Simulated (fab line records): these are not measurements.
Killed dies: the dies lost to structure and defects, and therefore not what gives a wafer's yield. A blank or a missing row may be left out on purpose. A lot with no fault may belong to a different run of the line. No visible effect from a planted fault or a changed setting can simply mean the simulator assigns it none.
A lot that was struck, set against a sound lot + flow nand-harc + 17 out of 1159 route steps
Sound: these wafers, L439.1, L439.4, L439.5. Struck: wafer L451.5 (L451.3, L451.6, from the same lot, were not struck and are left out); the cause is given at the end.
Per side, at each step with rows, come the tool, then ch with its chambers, and then its first start. Under that, the readings that differ: sound wafers + struck wafers + difference of the means + sigmas: that difference in standard deviations of wafers without a fault.
alike: same words and numbers on both sides, and readings whose means sit less than 2 such deviations apart. not compared: any withheld reading, any reading some wafer has no value for, any bound like >300 that may hide the same value, and any number with overlapping values for which the record gives no deviation.
Wherever a step has rows on one side only, a row that says differs or no value, or a row with sigmas, the two part there. Non-overlapping numbers with no deviation appear without sigmas and do not part them. A reading missing from all wafers of one side parts the sides only when that side holds two or more wafers.

NHARC_A_M1_INSPECT_11:
  struck on defect-inspect-02, day 21 04:08; sound on defect-inspect-02, day 17 16:37
  alike: raw-defect-count
then, 1 step without rows for these wafers: NHARC_A_M1_DESCUM_14 (chemistry O2, time 3 s).
NHARC_A_M1_ETCH_35: etches the open film in N2/H2, target depth 40 nm, overetch 12 nm, time 43.94 s.
  sound on rie-diel-11 ch 0,3, day 17 16:46; struck on rie-diel-11 ch 0, day 21 04:17
  alike: drypump-motor-current-A, oes-product-au, rf-fwd-power-W, rf-vpp-V, showerhead-plenum-p-Torr, throttle-valve-pct
  not compared: rf-hours-counter-h
then, 1 step without rows for these wafers: NHARC_A_M1_ETCH_15 (etches the open film in C4F8/Ar, target depth 182.5 nm, time 91.2 s).
NHARC_A_M1_CD_MEAS_16:
  struck on cd-sem-01, day 21 04:30; sound on cd-sem-03, day 17 16:59
  alike: cd-nm
NHARC_A_M1_STRIP_18: strips in N2/H2.
  sound on rie-diel-11 ch 0,1, day 17 17:04; struck on rie-diel-05 ch 0, day 21 04:38
| reading                     | sound             | struck | difference | sigmas |
|-----------------------------|-------------------|--------|------------|--------|
| drypump-motor-current-A (A) | 4.9 5.0 4.9       | 6.0    | +1.1       | +2     |
| oes-product-au (a.u.)       | 1.019 0.992 1.015 | 0.978  | -0.031     | -3     |
  alike: rf-fwd-power-W, rf-vpp-V, showerhead-plenum-p-Torr, throttle-valve-pct
  not compared: rf-hours-counter-h
NHARC_A_M1_ETCH_28: etches the open film in CF4/N2, target depth 30 nm, time 72.99 s.
  sound: rie-diel-11 ch 0,1; struck: rie-diel-05 ch 0
| reading                     | sound       | struck | difference | sigmas |
|-----------------------------|-------------|--------|------------|--------|
| drypump-motor-current-A (A) | 5.0 4.9 4.9 | 6.0    | +1.1       | +2     |
  alike: oes-product-au, rf-fwd-power-W, rf-vpp-V, showerhead-plenum-p-Torr, throttle-valve-pct
  not compared: rf-hours-counter-h
then, 3 steps without rows for these wafers: NHARC_A_M1_STRIP_19 (strips in post etch residue remover, time 600 s); NHARC_A_M1_DEGAS_29 (time 60 s); NHARC_A_M1_PRE_CLEAN_30 (time 30 s).
NHARC_A_M1_PVD_20: deposits TaN, target thk 5 nm, time 8.06 s.
  sound on pvd-sputter-03; struck on pvd-sputter-02
  alike: throttle-valve-pct
NHARC_A_M1_PVD_21: deposits Cu, target thk 30 nm, time 20.49 s.
  sound on pvd-sputter-03; struck on pvd-sputter-02
  alike: throttle-valve-pct
NHARC_A_M1_ECD_22: material Cu, target thk 400 nm.
  sound on ecd-cu-01 ch 0, day 17 18:08; struck on ecd-cu-02 ch 0,1, day 21 05:53
then, 1 step without rows for these wafers: NHARC_A_M1_ANNEAL_31 (time 90 s).
NHARC_A_M1_CMP_23: polishes, t overpolish 20 s, target thk 154.34 nm.
  sound on cmp-01 ch 0,1,3, day 17 18:50; struck on cmp-04 ch 2, day 21 06:34
| reading                | sound          | struck | difference | sigmas |
|------------------------|----------------|--------|------------|--------|
| time-to-endpoint-s (s) | 29.4 30.3 30.9 | 43.2   | +13.0      | +5     |
  alike: motor-current-A
NHARC_A_M1_THK_MEAS_24: measures by xrf.
  struck on film-metro-02, day 21 06:51; sound on film-metro-01, day 17 19:08
| reading     | sound             | struck | difference | sigmas |
|-------------|-------------------|--------|------------|--------|
| thk-nm (nm) | 155.2 157.0 159.2 | 152.2  | -4.9       | -3     |
next, for these wafers, 1 step has no rows: NHARC_END_SORT_01.

## WHERE THEY PART
Last at NHARC_A_M1_THK_MEAS_24 as far as this record goes, first at NHARC_A_M1_STRIP_18.

WHY: the cause the simulator had injected
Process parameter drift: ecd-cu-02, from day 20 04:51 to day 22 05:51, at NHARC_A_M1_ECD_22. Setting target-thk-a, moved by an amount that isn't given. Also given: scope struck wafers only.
